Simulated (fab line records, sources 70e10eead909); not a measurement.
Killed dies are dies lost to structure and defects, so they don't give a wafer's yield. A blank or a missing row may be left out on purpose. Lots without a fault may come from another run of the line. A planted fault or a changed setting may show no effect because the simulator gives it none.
fab line records | flow nand_harc
record lots=24 wafers=72 last_day=33
route steps=1302 shown A_WL_FILL@958 A_CONTACT@1012
lots that met no fault: from a run of the same line without faults
start_h: hours from the record's first day to the start of the lot's first wafer shown | wait_h: hours since the lot's step before | " the same as in the row above | L1.1+2: a row that stands for several wafers | - no value, or no start given | * or withheld: withheld | < > ~ a bound
route shown NAME@n: a module of which the file shows steps, and the number in the route of the first | usual: mean/standard deviation of fault-free wafers | same: alike in all rows | chamber/n: place in a boat | sites: the reading at each site | _std_site: their standard deviation | _edge_site: outer sites' mean less inner sites' | radius_mm: how far each site lies from the wafer's centre | mask NAME#n: copy n | behind: the tool/chamber that last shaped the wafer | hold: why the lot was held/for how many hours/how that ended | device: the transistor (n, p or np) that didn't switch | end of line: the same wafers' tests at the end of the route | a step without rows: its recipe alone | killed: dies lost to structure and defects at the first sort, not the wafer's yield | map: a wafer's dies, x killed, . not, _ none there
set.NAME: the setting as run; set.NAME@STEP: as run at that earlier step | model.NAME: the simulator's own value behind a step, which no gauge read
steps of the route over a sample of lots; a table a step, a row a wafer
services: from which hour (start_h, from the record's first day; less than 0 if before it) a tool's chamber was out of use, for how many hours, and why
## steps
# step NHARC_A_WL_FILL_ETCHBACK_05
# recipe target_depth_a=220 time_s=60 temp_c=40 chemistry=Cl2/BCl3
# usual drypump_motor_current_A=5.5/0.42 oes_product_au=1.002/0.012
# columns lot.wafer tool chamber start_h wait_h drypump_motor_current_A oes_product_au rf_hours_counter_h
L074.1 rie_metal-01 0 461.72 0.2 4.8 1.007 1.8
L074.3 " 0 " " 4.8 1.003 -
L074.5 " 0 " " 4.8 1.010 -
L075.2 rie_metal-02 1 473.72 0.2 6.1 1.019 0.4
L075.4 " 1 " " 6.1 1.019 -
L075.5 " 1 " " 6.0 1.015 -
L076.4 rie_metal-03 0 475.85 0.2 5.7 0.998 -
L076.6 " 1 " " 5.3 1.002 -
L076.5 " 0 " " 5.7 0.990 -
L077.2 rie_metal-01 0 506.01 0.2 4.8 1.000 2.4
L077.3 " 0 " " 4.8 1.008 -
L077.6 " 1 " " 5.6 0.991 -
L078.1 rie_metal-02 1 506.25 0.3 6.0 1.007 1.0
L078.3 " 1 " " 6.1 1.008 -
L078.6 " 1 " " 6.1 1.009 -
L080.3 rie_metal-02 1 519.07 0.2 6.1 1.009 -
L080.6 " 0 " " 5.5 0.986 -
L080.5 " 1 " " 6.0 1.016 -
L079.2 rie_metal-01 1 519.12 0.2 5.6 1.005 2.7
L079.1 " 0 " " 4.8 1.015 2.7
L079.4 " 1 " " 5.6 0.988 -
L081.1 rie_metal-02 1 531.02 0.2 6.1 0.997 1.8
L081.4 " 0 " " 5.5 0.976 -
L081.6 " 1 " " 6.0 1.006 -
L082.2 rie_metal-01 1 554.47 0.2 5.6 1.010 3.0
L082.1 " 0 " " 4.8 1.007 3.4
L082.5 " 0 " " 4.8 1.008 -
L083.1 rie_metal-02 0 554.78 0.2 5.5 0.981 2.1
L083.4 " 1 " " 6.1 0.992 -
L083.5 " 0 " " 5.5 0.983 -
L085.1 rie_metal-02 1 583.50 0.2 6.0 0.997 2.5
L085.4 " 1 " " 6.1 1.003 -
L085.6 " 1 " " 6.1 0.994 -
L084.1 rie_metal-03 1 583.71 0.4 5.3 0.994 1.1
L084.3 " 1 " " 5.3 1.002 -
L084.6 " 1 " " 5.3 1.008 -
L086.2 rie_metal-02 1 595.78 0.2 6.1 1.000 3.0
L086.4 " 1 " " 6.0 1.004 -
L086.6 " 1 " " 6.1 1.009 -
L087.1 rie_metal-01 0 600.28 0.2 4.8 1.030 0.4
L087.4 " 1 " " 5.6 0.999 -
L087.5 " 1 " " 5.6 0.994 -
L089.1 rie_metal-01 0 624.95 0.2 4.8 1.020 0.9
L089.2 " 1 " " 5.6 0.995 0.9
L089.4 " 1 " " 5.6 1.014 -
L090.2 rie_metal-03 1 632.42 0.2 5.3 1.012 1.9
L090.3 " 1 " " 5.3 1.004 -
L090.5 " 0 " " 5.6 1.005 -
L088.1 rie_metal-01 1 633.02 0.2 5.6 1.008 1.1
L088.4 " 0 " " 4.8 1.024 -
L088.6 " 1 " " 5.6 1.003 -
L093.1 rie_metal-01 0 643.58 0.2 4.8 1.012 1.6
L093.4 " 1 " " 5.6 1.002 -
L093.6 " 0 " " 4.8 1.029 -
L092.2 rie_metal-03 1 646.10 0.2 5.2 1.007 2.2
L092.3 " 1 " " 5.3 0.998 -
L092.5 " 1 " " 5.3 1.003 -
L091.4 rie_metal-01 0 646.23 0.2 4.8 1.024 -
L091.5 " 1 " " 5.6 1.006 -
L091.6 " 0 " " 4.8 1.013 -
L094.2 rie_metal-02 0 674.44 0.2 5.5 0.996 0.5
L094.3 " 1 " " 6.1 1.003 -
L094.5 " 1 " " 6.1 0.998 -
L095.1 rie_metal-01 0 674.64 0.2 4.8 1.019 2.1
L095.3 " 0 " " 4.8 1.015 -
L095.6 " 1 " " 5.6 0.994 -
L097.1 rie_metal-01 0 692.01 0.2 4.8 1.017 2.5
L097.2 " 1 " " 5.6 0.999 2.5
L097.4 " 0 " " 4.8 1.014 -
L096.2 rie_metal-02 1 696.88 0.2 6.0 0.991 1.0
L096.5 " 0 " " 5.6 1.007 -
L096.6 " 1 " " 6.0 0.990 -
# step NHARC_A_WL_FILL_ETCHBACK_16
# recipe target_depth_a=1200 time_s=24 c4f8_flow_sccm=withheld o2_flow_sccm=8 ar_flow_sccm=withheld rf_w=600 bias_w=800 chemistry=C4F8/O2/Ar
# usual bias_w=800.0/2.3 oes_product_au=0.97/0.033 rf_vpp_V=722/3.9
# columns lot.wafer tool chamber start_h wait_h bias_w oes_product_au rf_hours_counter_h rf_vpp_V
L074.3 rie_diel-06 1 - - 796.6 0.92 4.4 716
L074.1 " 3 " " 800.7 0.95 4.2 720
L074.5 " 2 " " 799.1 0.91 - 721
L075.2 rie_diel-02 2 - - 797.7 0.99 1.7 721
L075.4 " 1 " " 799.1 0.98 1.8 725
L075.5 " 2 " " 798.4 1.00 - 720
L076.4 rie_diel-06 2 - - 801.7 0.91 4.9 721
L076.5 " 2 " " 797.9 0.93 - 720
L076.6 " 3 " " 802.0 0.94 - 722
L078.1 rie_diel-07 2 - - 797.9 0.98 1.4 730
L078.3 " 3 " " 800.7 1.00 1.6 725
L078.6 " 2 " " 798.4 0.99 - 728
L077.3 rie_diel-07 0 - - 798.6 0.99 1.4 727
L077.2 " 1 " " 803.6 1.00 1.2 719
L077.6 " 0 " " 798.4 0.99 - 727
L079.4 rie_diel-07 1 - - 800.4 0.91 2.1 720
L079.2 " 2 " " 798.6 0.91 2.3 730
L079.1 " 3 " " 797.9 0.92 2.2 725
L080.3 rie_diel-02 2 - - 802.4 0.97 3.4 719
L080.6 " 3 " " 800.6 0.99 - 725
L080.5 " 0 " " 799.0 0.98 - 718
L081.1 rie_diel-02 1 - - 801.4 0.92 3.8 724
L081.4 " 3 " " 797.8 0.94 4.0 725
L081.6 " 1 " " 800.9 0.92 - 725
L083.1 rie_diel-07 3 - - 799.7 0.98 3.0 725
L083.4 " 1 " " 797.2 0.97 2.9 719
L083.5 " 3 " " 800.7 0.98 - 725
L082.1 rie_diel-02 0 - - 800.2 1.00 4.6 717
L082.2 " 1 " " 800.7 1.00 4.1 726
L082.5 " 2 " " 805.3 0.99 - 722
L084.1 rie_diel-02 0 - - 799.6 0.99 0.4 717
L084.3 " 1 " " 800.2 1.00 0.3 725
L084.6 " 0 " " 800.1 0.99 - 718
L085.1 rie_diel-06 2 - - 799.1 0.93 3.4 719
L085.4 " 0 " " 799.1 0.94 3.9 718
L085.6 " 3 " " 802.7 0.93 - 721
L086.2 rie_diel-02 3 - - 800.9 0.92 0.5 724
L086.4 " 0 " " 800.5 0.91 0.6 719
L086.6 " 3 " " 798.2 0.92 - 726
L087.4 rie_diel-07 0 - - 805.0 0.99 6.4 727
L087.1 " 3 " " 800.0 0.99 6.6 725
L087.5 " 1 " " 797.7 0.98 - 720
L089.2 rie_diel-07 2 - - 803.0 0.98 7.3 729
L089.4 " 3 " " 800.1 0.97 7.7 725
L089.1 " 1 " " 800.4 0.97 6.9 719
L090.3 rie_diel-06 2 - - 798.5 0.92 3.9 720
L090.2 " 3 " " 800.8 0.94 4.7 720
L090.5 " 0 " " 797.8 0.92 - 716
L088.4 rie_diel-07 1 - - 798.8 0.97 7.3 718
L088.1 " 3 " " 801.9 1.01 8.6 726
L088.6 " 1 " " 801.3 0.98 - 719
L093.1 rie_diel-02 2 - - 805.2 0.94 1.5 722
L093.4 " 0 " " 800.2 0.93 1.8 718
L093.6 " 3 " " 799.3 0.93 - 725
L092.3 rie_diel-06 0 - - 804.1 1.00 5.1 718
L092.2 " 1 " " 798.2 1.00 5.1 717
L092.5 " 2 " " 799.4 1.01 - 720
L091.4 rie_diel-02 0 - - 798.5 0.99 2.2 719
L091.6 " 1 " " 802.2 0.99 - 724
L091.5 " 2 " " 804.5 1.00 - 721
L094.3 rie_diel-06 1 - - 799.2 1.00 0.1 716
L094.2 " 2 " " 799.8 0.99 0.1 720
L094.5 " 0 " " 797.6 0.98 - 717
L095.3 rie_diel-06 3 - - 797.4 1.00 0.1 719
L095.1 " 2 " " 798.4 0.99 0.1 720
L095.6 " 0 " " 800.4 0.99 - 718
L097.2 rie_diel-07 1 - - 798.6 0.99 2.4 721
L097.4 " 3 " " 801.1 1.00 3.1 726
L097.1 " 0 " " 801.4 1.00 3.1 727
L096.2 rie_diel-02 0 - - 798.5 0.97 3.8 718
L096.6 " 3 " " 805.1 0.99 - 724
L096.5 " 0 " " 801.5 0.98 - 719
# step NHARC_A_WL_FILL_INSPECT_15
# usual raw_defect_count=475/120
# columns lot.wafer tool chamber start_h wait_h raw_defect_count
L074.1 defect_inspect-01 - 478.30 0.0 575
L074.3 " - " " 414
L074.5 " - " " 604
L075.2 defect_inspect-01 - 490.11 0.0 381
L075.4 " - " " 363
L075.5 " - " " 300
L076.4 defect_inspect-02 - 490.13 0.0 445
L076.5 " - " " 592
L076.6 " - " " 575
L078.1 defect_inspect-02 - 522.24 0.0 368
L078.3 " - " " 358
L078.6 " - " " 277
L077.2 defect_inspect-01 - 522.24 0.0 499
L077.3 " - " " 384
L077.6 " - " " 366
L079.1 defect_inspect-02 - 535.94 0.0 391
L079.2 " - " " 647
L079.4 " - " " 490
L080.3 defect_inspect-01 - 538.93 0.0 414
L080.5 " - " " 333
L080.6 " - " " 436
L081.1 defect_inspect-01 - 550.14 0.0 492
L081.4 " - " " 547
L081.6 " - " " 630
L082.1 defect_inspect-01 - 572.50 0.0 559
L082.2 " - " " 593
L082.5 " - " " 478
L083.1 defect_inspect-02 - 572.51 0.0 737
L083.4 " - " " 746
L083.5 " - " " 635
L084.1 defect_inspect-02 - 600.22 0.0 481
L084.3 " - " " 388
L084.6 " - " " 394
L085.1 defect_inspect-01 - 600.25 0.0 606
L085.4 " - " " 568
L085.6 " - " " 530
L086.2 defect_inspect-01 - 612.56 0.0 433
L086.4 " - " " 406
L086.6 " - " " 469
L087.1 defect_inspect-02 - 617.31 0.0 330
L087.4 " - " " 376
L087.5 " - " " 478
L089.1 defect_inspect-02 - 644.17 0.0 424
L089.2 " - " " 430
L089.4 " - " " 709
L090.2 defect_inspect-02 - 649.24 0.0 501
L090.3 " - " " 376
L090.5 " - " " 482
L088.1 defect_inspect-01 - 652.20 0.0 639
L088.4 " - " " 421
L088.6 " - " " 444
L093.1 defect_inspect-01 - 660.23 0.0 503
L093.4 " - " " 414
L093.6 " - " " 389
L092.2 defect_inspect-02 - 660.24 0.0 351
L092.3 " - " " 600
L092.5 " - " " 383
L091.4 defect_inspect-01 - 664.46 0.0 548
L091.5 " - " " 499
L091.6 " - " " 803
L094.2 defect_inspect-02 - 691.11 0.0 598
L094.3 " - " " 372
L094.5 " - " " 328
L095.1 defect_inspect-02 - 694.09 0.0 491
L095.3 " - " " 464
L095.6 " - " " 538
L097.1 defect_inspect-02 - 711.72 0.0 422
L097.2 " - " " 368
L097.4 " - " " 339
L096.2 defect_inspect-01 - 716.53 0.0 331
L096.5 " - " " 440
L096.6 " - " " 650
# step NHARC_A_CONTACT_ETCH_118
# recipe source_w=withheld pressure_mtorr=20 bias_v=3000 time_s=190 target_depth_a=18500 ar_flow_sccm=withheld c4f8_flow_sccm=withheld o2_flow_sccm=withheld chemistry=C4F8/O2/Ar
# columns lot.wafer tool chamber start_h wait_h rf_hours_counter_h
L074.1 har_cap_etch-02 0 491.37 0.1 82
L074.3 " 1 " " -
L074.5 " 1 " " -
L076.4 har_cap_etch-03 0 503.11 0.1 -
L076.6 " 0 " " -
L076.5 " 1 " " -
L075.2 har_cap_etch-02 1 503.23 0.1 84
L075.4 " 1 " " -
L075.5 " 0 " " -
L078.1 har_cap_etch-02 1 531.39 0.1 90
L078.3 " 0 " " -
L078.6 " 1 " " -
L077.2 har_cap_etch-01 0 532.25 0.1 4
L077.3 " 0 " " -
L077.6 " 1 " " -
L079.2 har_cap_etch-01 1 549.65 0.2 6
L079.1 " 0 " " 6
L079.4 " 0 " " -
L080.3 har_cap_etch-03 0 551.35 0.2 -
L080.6 " 1 " " -
L080.5 " 0 " " -
L081.1 har_cap_etch-02 1 558.84 0.1 95
L081.4 " 0 " " -
L081.6 " 1 " " -
L082.2 har_cap_etch-03 0 581.56 0.1 57
L082.1 " 1 " " 57
L082.5 " 1 " " -
L083.1 har_cap_etch-01 1 582.79 0.1 13
L083.4 " 0 " " -
L083.5 " 1 " " -
L084.1 har_cap_etch-03 0 609.30 0.1 61
L084.3 " 0 " " -
L084.6 " 0 " " -
L085.1 har_cap_etch-01 1 610.16 0.1 16
L085.4 " 0 " " -
L085.6 " 0 " " -
L086.2 har_cap_etch-01 1 626.94 0.1 19
L086.4 " 1 " " -
L086.6 " 0 " " -
L087.1 har_cap_etch-02 0 631.07 0.1 105
L087.4 " 1 " " -
L087.5 " 1 " " -
L089.1 har_cap_etch-03 0 653.61 0.2 68
L089.2 " 1 " " 68
L089.4 " 1 " " -
L090.2 har_cap_etch-01 1 658.13 0.1 24
L090.3 " 0 " " -
L090.5 " 0 " " -
L088.1 har_cap_etch-02 0 661.14 0.1 111
L088.4 " 0 " " -
L088.6 " 1 " " -
L093.1 har_cap_etch-02 1 672.74 0.1 113
L093.4 " 1 " " -
L093.6 " 0 " " -
L092.2 har_cap_etch-03 0 677.08 0.1 72
L092.3 " 1 " " -
L092.5 " 1 " " -
L091.4 har_cap_etch-03 0 686.48 0.2 -
L091.6 " 1 " " -
L091.5 " 0 " " -
L094.2 har_cap_etch-01 0 700.95 0.1 33
L094.3 " 1 " " -
L094.5 " 0 " " -
L095.1 har_cap_etch-02 0 703.05 0.1 122
L095.3 " 0 " " -
L095.6 " 0 " " -
L097.2 har_cap_etch-01 0 720.61 0.1 37
L097.1 " 1 " " 37
L097.4 " 0 " " -
L096.2 har_cap_etch-02 1 725.88 0.1 125
L096.5 " 1 " " -
L096.6 " 0 " " -
# step NHARC_A_CONTACT_CD_MEAS_69
# recipe target_cd_nm=300 landing_energy_ev=500
# usual cd_nm=299.8/0.48
# columns lot.wafer tool chamber start_h wait_h cd_nm
L074.1 cd_sem-01 0 503.15 - 299.1
L074.3 " 0 " " 298.9
L074.5 " 0 " " 300.0
L076.4 cd_sem-02 0 512.42 - 300.8
L076.5 " 0 " " 299.6
L076.6 " 0 " " 299.9
L075.2 cd_sem-03 0 512.57 - 300.0
L075.4 " 0 " " 299.4
L075.5 " 0 " " 299.1
L078.1 cd_sem-01 0 538.43 - 299.4
L078.3 " 0 " " 299.3
L078.6 " 0 " " 299.9
L077.2 cd_sem-01 0 541.57 - 300.3
L077.3 " 0 " " 299.6
L077.6 " 0 " " 300.1
L079.1 cd_sem-02 0 558.71 - 300.3
L079.2 " 0 " " 299.2
L079.4 " 0 " " 299.4
L080.3 cd_sem-02 0 560.82 - 299.5
L080.5 " 0 " " 299.9
L080.6 " 0 " " 300.3
L081.1 cd_sem-01 0 565.78 - 300.2
L081.4 " 0 " " 299.6
L081.6 " 0 " " 300.0
L082.1 cd_sem-02 0 589.35 - 300.6
L082.2 " 0 " " 300.2
L082.5 " 0 " " 300.6
L083.1 cd_sem-03 0 590.04 - 298.8
L083.4 " 0 " " 300.0
L083.5 " 0 " " 299.5
L084.1 cd_sem-03 0 619.57 - 300.2
L084.3 " 0 " " 299.9
L084.6 " 0 " " 299.6
L085.1 cd_sem-01 0 620.00 - 301.1
L085.4 " 0 " " 300.2
L085.6 " 0 " " 300.0
L086.2 cd_sem-01 0 636.85 - 299.6
L086.4 " 0 " " 299.5
L086.6 " 0 " " 300.2
L087.1 cd_sem-01 0 638.11 - 300.1
L087.4 " 0 " " 300.3
L087.5 " 0 " " 299.7
L089.1 cd_sem-02 0 663.63 - 299.6
L089.2 " 0 " " 299.4
L089.4 " 0 " " 299.9
L090.2 cd_sem-03 0 671.44 - 300.7
L090.3 " 0 " " 300.1
L090.5 " 0 " " 300.3
L088.1 cd_sem-02 0 677.07 - 299.6
L088.4 " 0 " " 299.5
L088.6 " 0 " " 299.4
L093.1 cd_sem-02 0 685.74 - 299.8
L093.4 " 0 " " 299.4
L093.6 " 0 " " 299.2
L092.2 cd_sem-01 0 688.06 - 298.7
L092.3 " 0 " " 299.1
L092.5 " 0 " " 299.2
L091.4 cd_sem-02 0 693.77 - 299.4
L091.5 " 0 " " 300.2
L091.6 " 0 " " 299.7
L094.2 cd_sem-02 0 707.80 - 300.6
L094.3 " 0 " " 299.9
L094.5 " 0 " " 300.1
L095.1 cd_sem-03 0 710.16 - 299.2
L095.3 " 0 " " 299.9
L095.6 " 0 " " 299.3
L097.1 cd_sem-02 0 728.04 - 299.7
L097.2 " 0 " " 299.2
L097.4 " 0 " " 299.5
L096.2 cd_sem-01 0 732.98 - 299.9
L096.5 " 0 " " 300.0
L096.6 " 0 " " 299.3
# step NHARC_A_CONTACT_INSPECT_71
# usual raw_defect_count=71/37
# columns lot.wafer tool chamber start_h wait_h raw_defect_count
L074.1 defect_inspect-01 - 503.28 0.0 56
L074.3 " - " " 52
L074.5 " - " " 71
L076.4 defect_inspect-02 - 512.54 0.0 137
L076.5 " - " " 149
L076.6 " - " " 137
L075.2 defect_inspect-01 - 512.70 0.0 18
L075.4 " - " " 15
L075.5 " - " " 18
L078.1 defect_inspect-01 - 538.56 0.0 36
L078.3 " - " " 58
L078.6 " - " " 49
L077.2 defect_inspect-01 - 541.69 0.0 18
L077.3 " - " " 26
L077.6 " - " " 21
L079.1 defect_inspect-01 - 558.84 0.0 96
L079.2 " - " " 97
L079.4 " - " " 106
L080.3 defect_inspect-02 - 560.94 0.0 81
L080.5 " - " " 67
L080.6 " - " " 75
L081.1 defect_inspect-02 - 565.91 0.0 116
L081.4 " - " " 112
L081.6 " - " " 124
L082.1 defect_inspect-02 - 589.48 0.0 73
L082.2 " - " " 59
L082.5 " - " " 60
L083.1 defect_inspect-02 - 590.17 0.0 116
L083.4 " - " " 126
L083.5 " - " " 109
L084.1 defect_inspect-01 - 619.69 0.0 68
L084.3 " - " " 69
L084.6 " - " " 79
L085.1 defect_inspect-02 - 620.13 0.0 11
L085.4 " - " " 16
L085.6 " - " " 20
L086.2 defect_inspect-02 - 636.97 0.0 61
L086.4 " - " " 61
L086.6 " - " " 65
L087.1 defect_inspect-02 - 638.23 0.0 64
L087.4 " - " " 77
L087.5 " - " " 62
L089.1 defect_inspect-01 - 663.75 0.0 71
L089.2 " - " " 52
L089.4 " - " " 61
L090.2 defect_inspect-01 - 671.57 0.0 96
L090.3 " - " " 119
L090.5 " - " " 89
L088.1 defect_inspect-01 - 677.19 0.0 25
L088.4 " - " " 21
L088.6 " - " " 32
L093.1 defect_inspect-01 - 685.87 0.0 152
L093.4 " - " " 135
L093.6 " - " " 130
L092.2 defect_inspect-01 - 688.18 0.0 25
L092.3 " - " " 28
L092.5 " - " " 31
L091.4 defect_inspect-01 - 693.89 0.0 84
L091.5 " - " " 85
L091.6 " - " " 106
L094.2 defect_inspect-02 - 707.92 0.0 24
L094.3 " - " " 38
L094.5 " - " " 41
L095.1 defect_inspect-01 - 710.29 0.0 127
L095.3 " - " " 88
L095.6 " - " " 110
L097.1 defect_inspect-02 - 728.17 0.0 86
L097.2 " - " " 81
L097.4 " - " " 78
L096.2 defect_inspect-02 - 733.11 0.0 57
L096.5 " - " " 56
L096.6 " - " " 61
## services
# columns tool chamber start_h hours kind
rie_metal-01 - 446.41 0.3 repair
rie_diel-06 2 453.01 1.8 repair
rie_metal-02 - 454.00 9.0 pm
har_cap_etch-02 - 462.43 0.3 repair
rie_diel-07 - 471.20 9.0 pm
rie_diel-06 - 484.20 9.0 pm
har_cap_etch-02 - 489.05 0.5 repair
har_cap_etch-01 - 497.00 17.0 pm
rie_metal-03 - 519.00 9.0 pm
rie_metal-01 1 535.40 7.3 repair
rie_diel-06 2 545.67 6.0 repair
rie_metal-03 0 560.49 10.8 repair
rie_diel-02 - 570.70 9.0 pm
rie_metal-01 - 575.19 9.0 pm
rie_diel-06 2 597.92 5.8 repair
rie_diel-07 1 603.77 6.5 repair
rie_metal-02 0 605.83 1.7 repair
rie_metal-02 - 631.00 9.0 pm
rie_diel-07 - 648.20 9.0 pm
har_cap_etch-01 - 659.85 12.3 repair
rie_diel-06 - 661.20 9.0 pm
rie_diel-07 1 692.96 6.3 repair
rie_diel-07 2 709.67 7.9 repair
rie_diel-06 - 715.81 1.0 repair
## key
fault none
